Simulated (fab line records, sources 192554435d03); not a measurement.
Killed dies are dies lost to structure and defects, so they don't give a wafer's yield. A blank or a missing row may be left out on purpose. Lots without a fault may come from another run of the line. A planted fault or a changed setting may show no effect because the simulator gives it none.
fab line records | flow n5_finfet
record lots=4 wafers=12 last_day=16
route steps=1938 shown BEOL_M4@1099 BEOL_M5@1112 BEOL_M9@1423 PASSIVATION@1936
lots that met no fault: from a run of the same line without faults
start_h: hours from the record's first day to the start of the lot's first wafer shown | wait_h: hours since the lot's step before | " the same as in the row above | L1.1+2: a row that stands for several wafers | - no value, or no start given | * or withheld: withheld | < > ~ a bound
route shown NAME@n: a module of which the file shows steps, and the number in the route of the first | usual: mean/standard deviation of fault-free wafers | same: alike in all rows | chamber/n: place in a boat | sites: the reading at each site | _std_site: their standard deviation | _edge_site: outer sites' mean less inner sites' | radius_mm: how far each site lies from the wafer's centre | mask NAME#n: copy n | behind: the tool/chamber that last shaped the wafer | hold: why the lot was held/for how many hours/how that ended | device: the transistor (n, p or np) that didn't switch | end of line: the same wafers' tests at the end of the route | a step without rows: its recipe alone | killed: dies lost to structure and defects at the first sort, not the wafer's yield | map: a wafer's dies, x killed, . not, _ none there
set.NAME: the setting as run; set.NAME@STEP: as run at that earlier step | model.NAME: the simulator's own value behind a step, which no gauge read
lots at some steps of the route; a table a step, a row a wafer
services: from which hour (start_h, from the record's first day; less than 0 if before it) a tool's chamber was out of use, for how many hours, and why
## steps
# step N5_BEOL_M4_ANNEAL_95
# recipe temp_c=400 time_s=240 ambient=vacuum
# step N5_BEOL_M4_SPUTTER_96
# recipe material=Cu target_thk_a=45 temp_c=-20 chamber_pressure_pa=0.07 power_w=withheld time_s=8.29
# step N5_BEOL_M4_ECD_50
# recipe material=Cu target_thk_a=3000
# step N5_BEOL_M4_ANNEAL_51
# recipe temp_c=225 time_s=90 ambient=N2
# step N5_BEOL_M4_CMP_52
# recipe stop_on=SiOC t_overpolish_s=6.8 down_force_psi=1 platen_rpm=50 clearing_platen_down_force_psi=1.5 clearing_platen_rpm=50 post_cmp_clean=cu_alkaline target_thk_nm=40 clearing_platen_pad_velocity_m_s=0.99484 pad_velocity_m_s=0.99484
# step N5_BEOL_M4_PRE_CLEAN_60
# recipe gas=NH3/H2 time_s=15 temp_c=* rf_power_w=300
# step N5_BEOL_M4_CO_CAP_55
# recipe material=Co target_thk_a=20 temp_c=200 precursor=CCTBA/H2 pressure_torr=30 time_s=102.1
# step N5_BEOL_M4_PRE_CLEAN_56
# recipe gas=NH3 time_s=15 temp_c=withheld rf_power_w=300
# step N5_BEOL_M4_DEP_57
# recipe material=SiCN target_thk_a=80 temp_c=withheld precursor=3MS/NH3 pressure_torr=3 rf_w=202 time_s=14
# step N5_BEOL_M4_RC_MEAS_101
# usual DIBL_N=36.6/1.7 DIBL_P=36.7/2 IOFF_N=0.16/0.033 IOFF_P=0.22/0.04 ION_N=673/12 ION_P=463/7.9 SS_N=71.7/0.58 SS_P=73.3/0.64 VT_N=249/3.3 VT_P=-249/3.1
# columns lot.wafer tool chamber start_h wait_h DIBL_N[mV/V] DIBL_P[mV/V] IOFF_N[nA/um] IOFF_P[nA/um] ION_N[uA/um] ION_P[uA/um] SS_N[mV/dec] SS_P[mV/dec] VT_N[mV] VT_P[mV]
L525.3 prober-02 0 173.76 0.3 36.5 36.3 0.14 0.20 666 464 71.8 73.3 252 -249
L525.5 " 0 " " 36.9 36.6 0.15 0.20 670 466 71.5 72.6 251 -252
L525.6 " 0 " " 36.0 35.6 0.14 0.19 661 457 71.7 73.4 251 -251
L535.3 prober-01 0 239.31 0.3 38.0 36.8 0.17 0.23 670 457 72.4 73.4 251 -251
L535.5 " 0 " " 41.5 41.0 0.25 0.32 685 469 73.2 74.5 245 -247
L535.6 " 0 " " 39.8 38.9 0.22 0.27 681 468 72.5 73.7 247 -248
L538.2 prober-02 0 248.02 0.2 36.7 35.5 0.15 0.20 668 457 72.3 73.4 252 -250
L538.5 " 0 " " 36.0 32.9 0.14 0.18 661 457 72.1 72.1 250 -249
L538.6 " 0 " " 36.6 35.4 0.15 0.20 670 463 71.9 72.6 250 -251
L540.2 prober-02 0 279.39 0.2 39.2 40.0 0.22 0.30 682 471 72.0 73.8 243 -247
L540.3 " 0 " " 37.0 37.4 0.18 0.24 672 460 72.1 73.4 249 -247
L540.6 " 0 " " 37.1 36.5 0.17 0.24 679 464 71.9 73.1 246 -247
# step N5_BEOL_M5_ILD_DEP_00
# recipe material=SiCOH_lowk target_thk_a=1406.4 temp_c=300 precursor=DEMS/porogen pressure_torr=5 rf_w=500 time_s=25.9
# step N5_BEOL_M5_CURE_79
# recipe temp_c=385 time_s=240 ambient=He/Ar material=SiCOH_lowk
# step N5_BEOL_M5_PECVD_70
# recipe material=SiO2 target_thk_a=160 temp_c=400 precursor=TEOS/O2 pressure_torr=5.5 rf_w=450 teos_flow_sccm=53.8 gas=O2 flow_sccm=3000 time_s=18
# step N5_BEOL_M5_HM_DEP_02
# recipe material=TiN target_thk_a=200 temp_c=25 chamber_pressure_pa=0.49996
# step N5_BEOL_M5_COAT_59
# recipe resist=SOC temp_c=250 time_s=60 spin_rpm=1500 resist_thk_nm=60
# step N5_BEOL_M5_COAT_60
# recipe resist=SiARC temp_c=220 time_s=60 spin_rpm=1500 resist_thk_nm=12
# step N5_BEOL_M5_COAT_71
# recipe resist=underlayer temp_c=205 time_s=60 spin_rpm=1500 resist_thk_nm=5
# step N5_BEOL_M5_COAT_05
# recipe resist=CAR-EUV spin_rpm=1500 resist_thk_nm=30
# step N5_BEOL_M5_EBR_07
# recipe solvent=PGMEA ebr_width_mm=1.5
# step N5_BEOL_M5_SOFTBAKE_06
# recipe temp_c=110 time_s=60 resist=CAR-EUV
# step N5_BEOL_M5_EXPOSE_08
# recipe mask_id=M5 na=0.33 source_shape=annular sigma_inner=0.4 sigma_outer=0.8 polarization=unpolarized target_cd_nm=28 dose_mj=35.75
# step N5_BEOL_M5_PEB_09
# recipe peb_temp_c=100 peb_time_s=60 resist=CAR-EUV
# step N5_BEOL_M5_DEVELOP_10
# recipe develop_time_s=30 developer=TMAH resist=CAR-EUV rinse_liquid=surfactant_rinse dry=air_spin dev_temp_c=23
# step N5_BEOL_M5_DESCUM_16
# recipe chemistry=O2 time_s=7 source_power_w=50 bias_power_w=20 pressure_mtorr=20 rf_frequency_hz=2.712e+07 temp_c=40 resist=CAR-EUV o2_flow_sccm=225
# step N5_BEOL_M5_ETCH_72
# recipe chemistry=N2/H2 target=underlayer target_depth_a=65 mask_material=CAR-EUV time_s=5.2 ion_energy_ev=200 pressure_mtorr=30 source_w=840 bias_w=150 n2_flow_sccm=200 h2_flow_sccm=200 ends=cleared
# step N5_BEOL_M5_ETCH_61
# recipe chemistry=CF4 target=SiARC target_depth_a=156 mask_material=CAR-EUV time_s=26 ion_energy_ev=80 pressure_mtorr=40 source_w=545 bias_w=36 Ar_flow_sccm=100 cf4_flow_sccm=100 ends=cleared
# step N5_BEOL_M5_ETCH_62
# recipe chemistry=N2/H2 target=SOC target_depth_a=750 overetch_a=150 mask_material=SiARC temp_c=40 time_s=112.5 ion_energy_ev=200 pressure_mtorr=30 source_w=840 bias_w=150 n2_flow_sccm=200 h2_flow_sccm=200
# step N5_BEOL_M5_STRIP_63
# recipe chemistry=N2/H2 temp_c=40 n2_flow_sccm=200 h2_flow_sccm=200 rf_frequency_hz=6e+07
# step N5_BEOL_M5_STRIP_73
# recipe chemistry=N2/H2 temp_c=40 n2_flow_sccm=200 h2_flow_sccm=200 rf_frequency_hz=6e+07
# step N5_BEOL_M5_STRIP_64
# recipe chemistry=CF4 resist=SiARC power_w=300 bias_power_w=75 pressure_mtorr=50 cf4_flow_sccm=150 rf_frequency_hz=6e+07
# step N5_BEOL_M5_HM_OPEN_17
# recipe chemistry=Cl2/BCl3 target_depth_a=200 overetch_a=60 target=TiN mask_material=SOC ion_energy_ev=150 pressure_mtorr=10 icp_w=1000 bias_w=126 Cl2_flow_sccm=53.25 bcl3_flow_sccm=21.75 Ar_flow_sccm=25
# step N5_BEOL_M5_STRIP_19
# recipe chemistry=O2 power_w=400 temp_c=40 pressure_mtorr=30 rf_frequency_hz=6e+07 bias_power_w=0 overash_fraction=0.2 o2_flow_sccm=225
# step N5_BEOL_M5_COAT_65
# recipe resist=SOC temp_c=250 time_s=60 spin_rpm=1500 resist_thk_nm=60
# step N5_BEOL_M5_COAT_66
# recipe resist=SiARC temp_c=220 time_s=60 spin_rpm=1500 resist_thk_nm=12
# step N5_BEOL_M9_STRIP_19
# recipe chemistry=O2 power_w=400 temp_c=40 pressure_mtorr=30 rf_frequency_hz=6e+07 bias_power_w=0 overash_fraction=0.2 o2_flow_sccm=225
# usual bias_power_w=0/0 chamber_pressure_mTorr=30.00/0.033 drypump_motor_current_A=5.57/0.25 oes_product_au=0.81/0.091 rf_vpp_V=3.7/0.6 showerhead_plenum_p_Torr=2.11/0.071 throttle_valve_pct=16.59/0.22
# columns lot.wafer tool chamber start_h wait_h bias_power_w chamber_pressure_mTorr drypump_motor_current_A oes_product_au rf_hours_counter_h rf_vpp_V showerhead_plenum_p_Torr throttle_valve_pct model.SOC_of_BEOL_M9_COAT_59.thk_nm
L525.3 rie_diel-02 3 209.67 0.1 0 30.01 5.37 0.75 165 4.0 2.00 16.72 0
L525.5 " 3 " " 0 30.01 5.33 0.75 - 3.8 2.00 16.74 0
L525.6 " 0 " " 0 30.06 5.11 0.68 - 3.0 2.16 16.91 0
L538.2 rie_diel-06 3 293.38 0.1 - - - - - - - - 91.8
L538.5 " 0 " " - - - - - - - - 92
L538.6 " 3 " " - - - - - - - - 92
L535.3 rie_diel-02 2 293.53 0.1 - - - - - - - - 92.2
L535.5 " 2 " " - - - - - - - - 92.4
L535.6 " 1 " " - - - - - - - - 92
L540.2 rie_diel-06 0 323.48 0.1 0 29.93 5.79 0.93 13 4.0 2.05 16.42 0
L540.3 " 3 " " 0 29.99 5.91 0.80 112 3.4 2.21 16.43 0
L540.6 " 0 " " 0 30.00 5.75 0.92 - 5.0 2.05 16.41 0
# step N5_BEOL_M9_ETCH_66
# recipe chemistry=N2/H2 target=SOC target_depth_a=800 overetch_a=160 mask_material=SiARC temp_c=40 time_s=120 ion_energy_ev=200 pressure_mtorr=30 source_w=840 bias_w=150 n2_flow_sccm=200 h2_flow_sccm=200
# usual chamber_pressure_mTorr=29.998/0.027 drypump_motor_current_A=5.54/0.27 oes_product_au=0.61/0.068 rf_vpp_V=524.3/2.5 showerhead_plenum_p_Torr=2.56/0.082 throttle_valve_pct=17.73/0.24
# columns lot.wafer tool chamber start_h wait_h chamber_pressure_mTorr drypump_motor_current_A oes_product_au rf_hours_counter_h rf_vpp_V showerhead_plenum_p_Torr throttle_valve_pct model.etch.depth_nm
L525.3 rie_diel-06 3 210.71 0.0 30.023 5.89 0.65 76 528.2 2.68 17.34 60.42
L525.5 " 0 " " 30.027 5.78 0.53 - 523.3 2.51 18.04 60.34
L525.6 " 3 " " 29.980 5.86 0.65 - 526.4 2.68 17.36 60.22
L538.2 rie_diel-06 0 295.33 0.0 29.987 5.81 0.97 3 525.5 2.51 17.70 96.64
L538.5 " 0 " " 30.006 5.80 0.95 - 523.0 2.51 17.70 96.29
L538.6 " 3 " " 30.038 5.92 0.82 - 528.3 2.67 17.41 96.55
L535.3 rie_diel-01 0 295.49 0.0 29.958 5.42 0.74 186 519.8 2.42 17.93 94.97
L535.5 " 2 " " 29.976 5.72 0.95 - 523.9 2.59 17.85 98.06
L535.6 " 3 " " 30.005 5.14 0.80 - 526.3 2.56 17.93 92.39
L540.2 rie_diel-01 2 325.19 0.0 30.046 5.79 0.70 18 525.8 2.59 17.82 60.09
L540.3 " 3 " " 30.012 5.15 0.61 98 524.1 2.55 17.90 60.16
L540.6 " 0 " " 30.007 5.42 0.56 - 519.6 2.42 17.94 60.08
# step N5_BEOL_M9_VIA_ETCH_34
# recipe chemistry=C4F6/O2 target=SiCOH_lowk target_depth_a=1824 mask_material=SOC taper_deg=4 time_s=68.4 ion_energy_ev=250 pressure_mtorr=30 source_w=345 bias_w=185 Ar_flow_sccm=300 C4F6_flow_sccm=10 O2_flow_sccm=10
# usual chamber_pressure_mTorr=30.000/0.024 drypump_motor_current_A=5.54/0.26 mfc_ar_sccm=300.0/0.87 oes_f_703_au=0.81/0.084 oes_o_777_au=0.81/0.084 oes_product_au=0.80/0.094 rf_vpp_V=664/15 showerhead_plenum_p_Torr=2.86/0.097 throttle_valve_pct=20.84/0.26
# columns lot.wafer tool chamber start_h wait_h chamber_pressure_mTorr drypump_motor_current_A mfc_ar_sccm oes_f_703_au oes_o_777_au oes_product_au rf_hours_counter_h rf_vpp_V showerhead_plenum_p_Torr throttle_valve_pct
L525.3 rie_diel-06 3 210.81 0.0 29.973 5.90 299.1 0.85 0.86 0.86 76 672 3.03 20.68
L525.5 " 0 " " 30.043 5.77 299.0 0.68 0.69 0.69 - 653 2.83 21.24
L525.6 " 3 " " 29.979 5.90 298.5 0.85 0.86 0.85 - 673 3.03 20.67
L538.2 rie_diel-06 0 295.43 0.0 30.056 5.79 298.7 0.94 0.93 0.36 4 653 2.82 20.74
L538.5 " 0 " " 29.995 5.78 300.2 0.95 0.94 0.35 - 655 2.82 20.73
L538.6 " 3 " " 30.012 5.89 298.6 0.82 0.82 0.31 - 672 3.01 20.54
L535.3 rie_diel-01 0 295.59 0.0 29.969 5.41 301.0 0.76 0.77 0.28 186 640 2.71 20.81
L535.5 " 2 " " 29.986 5.75 302.1 0.92 0.92 0.35 - 679 2.93 20.98
L535.6 " 3 " " 29.958 5.15 299.7 0.79 0.79 0.31 - 660 2.89 21.09
L540.2 rie_diel-01 2 325.29 0.0 29.959 5.72 299.4 0.90 0.90 0.91 18 678 2.93 21.18
L540.3 " 3 " " 29.994 5.15 300.4 0.77 0.77 0.78 98 661 2.88 21.25
L540.6 " 0 " " 30.019 5.44 299.8 0.76 0.77 0.72 - 637 2.71 21.00
# step N5_PASSIVATION_PROBE_49
# usual defect_limited_yield=91.1/1.4 killed_at_M0_to_M3=34/11 killed_at_M4_up=14/5.7 killed_at_contacts=14/6.9 killed_at_front_end=40/11 killed_at_other=4/3.1 killed_dies=105/17 killed_on_rim=14/4.1 killed_open=70/13 killed_short=34/7.6 sort_bin_5_function=5.3/0.95 sort_bin_6_memory=3.3/0.64 sort_n_pass=1075/17 sort_yield_pct=91.1/1.4
# same gross_dies=1180 killed_at_back_side=0 sort_bin_4_leakage[%]=0 sort_bin_8_speed[%]=0
# columns lot.wafer tool chamber start_h wait_h defect_limited_yield[%] killed_at_M0_to_M3 killed_at_M4_up killed_at_contacts killed_at_front_end killed_at_other killed_dies killed_on_rim killed_open killed_short sort_bin_5_function[%] sort_bin_6_memory[%] sort_n_pass sort_yield_pct[%]
L538.2 prober-01 - 358.88 0.1 0 36 1091 11 41 1 1180 152 83 31 95.5 4.3 0 0
L538.5 prober-01 - 359.03 0.2 0 30 1125 3 20 2 1180 152 56 14 98.1 1.8 0 0
L538.6 prober-01 - 359.08 0.3 0 24 1104 9 42 1 1180 152 61 30 96.5 3.5 0 0
L535.3 prober-01 - 362.21 0.1 0 37 1094 14 35 0 1180 152 66 32 96.3 3.4 0 0
L535.5 prober-01 - 362.31 0.2 0 60 1055 11 52 2 1180 152 84 47 95.3 4.2 0 0
L535.6 prober-01 - 362.36 0.3 0 23 1103 16 34 4 1180 152 56 34 96.5 3.1 0 0
# killed by level:class
L538.2 BEOL_M9:area_etch=1064 BEOL_M4:geometric_particle:open=14 FIN_SAQP:geometric_particle:open=12 MOL_CONTACT_COAG:geometric_particle:open=11 FIN_SAQP:geometric_particle:short=10 BEOL_M3:geometric_particle:open=9 BEOL_M2:geometric_particle:open=8 BEOL_M0_SAQP:geometric_particle:open=5
L538.5 BEOL_M9:area_etch=1110 BEOL_M4:geometric_particle:open=12 BEOL_M1:geometric_particle:open=11 BEOL_M2:geometric_particle:open=7 STI_FIN_REVEAL:geometric_particle:open=5 BEOL_M0_SAQP:geometric_particle:open=4 BEOL_M3:geometric_particle:open=4 MOL_CONTACT_COAG:geometric_particle:open=3
L538.6 BEOL_M9:area_etch=1089 BEOL_M4:geometric_particle:open=12 BEOL_M2:geometric_particle:open=11 FIN_SAQP:geometric_particle:short=8 FIN_SAQP:geometric_particle:open=8 MOL_CONTACT_COAG:geometric_particle:open=7 GATE_CUT:geometric_particle:short=6 STI_FIN_REVEAL:geometric_particle:open=5
L535.3 BEOL_M9:area_etch=1081 MOL_CONTACT_COAG:geometric_particle:open=13 BEOL_M3:geometric_particle:open=10 BEOL_M1:geometric_particle:open=6 BEOL_M4:geometric_particle:open=5 BEOL_M0_SAQP:geometric_particle:open=5 BEOL_M0_SAQP:geometric_particle:short=5 STARTING-WAFER:geometric_particle:open=5
L535.5 BEOL_M9:area_etch=1047 BEOL_M0_SAQP:geometric_particle:short=16 FIN_SAQP:geometric_particle:short=11 FIN_SAQP:geometric_particle:open=11 STI_FIN_REVEAL:geometric_particle:open=11 BEOL_M1:geometric_particle:open=11 BEOL_M3:geometric_particle:open=10 MOL_CONTACT_COAG:geometric_particle:open=9
L535.6 BEOL_M9:area_etch=1087 MOL_CONTACT_COAG:geometric_particle:open=11 BEOL_M4:geometric_particle:open=9 FIN_SAQP:geometric_particle:short=8 BEOL_M3:geometric_particle:open=7 STI_FIN_REVEAL:geometric_particle:open=6 GATE_CUT:geometric_particle:short=6 MOL_CONTACT_COAG:geometric_particle:short=5
# map L535.3 (x killed, . not)
_________________xxxxxxxxxxxx________________
______________xxxxxxxxxxxxxxxxxx_____________
___________xxxxxxxxxxxxxxxxxxxxxxxx__________
__________xxxxxxxxxxxxxxxxxxxxxxxxxx_________
________xxxxxxxxxxxxxxxxxxxxxxxxxxxxxx_______
_______xxxxxxxxxxxxxxxxxxxxxxxxxxxxxxxx______
______xxxxxxxxxxxxxxxxxxxxxxxxxxxxxxxxxx_____
_____xxxxxxxxxxxxxxxxxxxxxxxxxxxxxxxxxxxx____
____xxxxxxxxxxxxxxxxxxxxxxxxxxxxxxxxxxxxxx___
___xxxxxxxxxxxxxxxxxxxxxxxxxxxxxxxxxxxxxxxx__
___xxxxxxxxxxxxxxxxxxxxxxxxxxxxxxxxxxxxxxxx__
__xxxxxxxxxxxxxxxxxxxxxxxxxxxxxxxxxxxxxxxxxx_
__xxxxxxxxxxxxxxxxxxxxxxxxxxxxxxxxxxxxxxxxxx_
_xxxxxxxxxxxxxxxxxxxxxxxxxxxxxxxxxxxxxxxxxxxx
_xxxxxxxxxxxxxxxxxxxxxxxxxxxxxxxxxxxxxxxxxxxx
_xxxxxxxxxxxxxxxxxxxxxxxxxxxxxxxxxxxxxxxxxxxx
_xxxxxxxxxxxxxxxxxxxxxxxxxxxxxxxxxxxxxxxxxxxx
_xxxxxxxxxxxxxxxxxxxxxxxxxxxxxxxxxxxxxxxxxxxx
_xxxxxxxxxxxxxxxxxxxxxxxxxxxxxxxxxxxxxxxxxxxx
_xxxxxxxxxxxxxxxxxxxxxxxxxxxxxxxxxxxxxxxxxxxx
_xxxxxxxxxxxxxxxxxxxxxxxxxxxxxxxxxxxxxxxxxxxx
__xxxxxxxxxxxxxxxxxxxxxxxxxxxxxxxxxxxxxxxxxx_
__xxxxxxxxxxxxxxxxxxxxxxxxxxxxxxxxxxxxxxxxxx_
___xxxxxxxxxxxxxxxxxxxxxxxxxxxxxxxxxxxxxxxx__
___xxxxxxxxxxxxxxxxxxxxxxxxxxxxxxxxxxxxxxxx__
____xxxxxxxxxxxxxxxxxxxxxxxxxxxxxxxxxxxxxx___
_____xxxxxxxxxxxxxxxxxxxxxxxxxxxxxxxxxxxx____
______xxxxxxxxxxxxxxxxxxxxxxxxxxxxxxxxxx_____
_______xxxxxxxxxxxxxxxxxxxxxxxxxxxxxxxx______
________xxxxxxxxxxxxxxxxxxxxxxxxxxxxxx_______
__________xxxxxxxxxxxxxxxxxxxxxxxxxx_________
___________xxxxxxxxxxxxxxxxxxxxxxxx__________
______________xxxxxxxxxxxxxxxxxx_____________
_________________xxxxxxxxxxxx________________
# map L538.2 (x killed, . not)
_________________xxxxxxxxxxxx________________
______________xxxxxxxxxxxxxxxxxx_____________
___________xxxxxxxxxxxxxxxxxxxxxxxx__________
__________xxxxxxxxxxxxxxxxxxxxxxxxxx_________
________xxxxxxxxxxxxxxxxxxxxxxxxxxxxxx_______
_______xxxxxxxxxxxxxxxxxxxxxxxxxxxxxxxx______
______xxxxxxxxxxxxxxxxxxxxxxxxxxxxxxxxxx_____
_____xxxxxxxxxxxxxxxxxxxxxxxxxxxxxxxxxxxx____
____xxxxxxxxxxxxxxxxxxxxxxxxxxxxxxxxxxxxxx___
___xxxxxxxxxxxxxxxxxxxxxxxxxxxxxxxxxxxxxxxx__
___xxxxxxxxxxxxxxxxxxxxxxxxxxxxxxxxxxxxxxxx__
__xxxxxxxxxxxxxxxxxxxxxxxxxxxxxxxxxxxxxxxxxx_
__xxxxxxxxxxxxxxxxxxxxxxxxxxxxxxxxxxxxxxxxxx_
_xxxxxxxxxxxxxxxxxxxxxxxxxxxxxxxxxxxxxxxxxxxx
_xxxxxxxxxxxxxxxxxxxxxxxxxxxxxxxxxxxxxxxxxxxx
_xxxxxxxxxxxxxxxxxxxxxxxxxxxxxxxxxxxxxxxxxxxx
_xxxxxxxxxxxxxxxxxxxxxxxxxxxxxxxxxxxxxxxxxxxx
_xxxxxxxxxxxxxxxxxxxxxxxxxxxxxxxxxxxxxxxxxxxx
_xxxxxxxxxxxxxxxxxxxxxxxxxxxxxxxxxxxxxxxxxxxx
_xxxxxxxxxxxxxxxxxxxxxxxxxxxxxxxxxxxxxxxxxxxx
_xxxxxxxxxxxxxxxxxxxxxxxxxxxxxxxxxxxxxxxxxxxx
__xxxxxxxxxxxxxxxxxxxxxxxxxxxxxxxxxxxxxxxxxx_
__xxxxxxxxxxxxxxxxxxxxxxxxxxxxxxxxxxxxxxxxxx_
___xxxxxxxxxxxxxxxxxxxxxxxxxxxxxxxxxxxxxxxx__
___xxxxxxxxxxxxxxxxxxxxxxxxxxxxxxxxxxxxxxxx__
____xxxxxxxxxxxxxxxxxxxxxxxxxxxxxxxxxxxxxx___
_____xxxxxxxxxxxxxxxxxxxxxxxxxxxxxxxxxxxx____
______xxxxxxxxxxxxxxxxxxxxxxxxxxxxxxxxxx_____
_______xxxxxxxxxxxxxxxxxxxxxxxxxxxxxxxx______
________xxxxxxxxxxxxxxxxxxxxxxxxxxxxxx_______
__________xxxxxxxxxxxxxxxxxxxxxxxxxx_________
___________xxxxxxxxxxxxxxxxxxxxxxxx__________
______________xxxxxxxxxxxxxxxxxx_____________
_________________xxxxxxxxxxxx________________
## services
# columns tool chamber start_h hours kind
rie_diel-02 0 233.89 - clean
rie_diel-02 0 233.89 - consumable_replace:focus_ring
rie_diel-02 0 233.89 14.9 scheduled_down
rie_diel-02 0 233.89 14.9 vent_cycle
rie_diel-01 2 235.33 5.0 repair
rie_diel-01 2 242.52 - clean
rie_diel-01 2 242.52 - consumable_replace:focus_ring
rie_diel-02 1 243.32 8.0 repair
rie_diel-06 0 260.74 - clean
rie_diel-06 0 260.74 - consumable_replace:focus_ring
rie_diel-06 0 260.74 22.9 scheduled_down
rie_diel-06 0 260.74 22.9 vent_cycle
rie_diel-01 1 313.05 21.1 repair
## key
first_sign step=N5_BEOL_M9_STRIP_19 reading=tool_record direction=missing
effect step=N5_BEOL_M9_ETCH_66 reading=oes_product_au direction=up sigmas=3.8 usual=0.61 struck=0.87
effect step=N5_BEOL_M9_VIA_ETCH_34 reading=oes_product_au direction=down sigmas=5.1 usual=0.80 struck=0.33
effect step=N5_PASSIVATION_PROBE_49 reading=killed_at_M4_up direction=up sigmas=99+ usual=14 struck=1095
model_effect step=N5_BEOL_M9_STRIP_19 value=SOC_of_BEOL_M9_COAT_59.thk_nm without=0 struck=92.07
model_effect step=N5_BEOL_M9_ETCH_66 value=etch.depth_nm without=60.27 struck=95.82
more_kills_born_at N5_BEOL_M9_ETCH_66@rie_diel-06=3263 N5_BEOL_M9_ETCH_66@rie_diel-01=3215
met_at N5_BEOL_M9_STRIP_19
struck_wafers L535.3,L535.5,L535.6,L538.2,L538.5,L538.6
later_rows_left_out L535.3,L535.5,L535.6,L538.2,L538.5,L538.6
onset_between 209.67 293.38
fault kind=skipped_step_whole tool=rie_diel-02,rie_diel-06 chamber=- onset_h=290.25 steps=N5_BEOL_M9_STRIP_19 scope=struck_lots_only
# later_rows_left_out: the simulator's readings of these wafers behind a module that went badly wrong aren't trusted and aren't shown, but for the sort
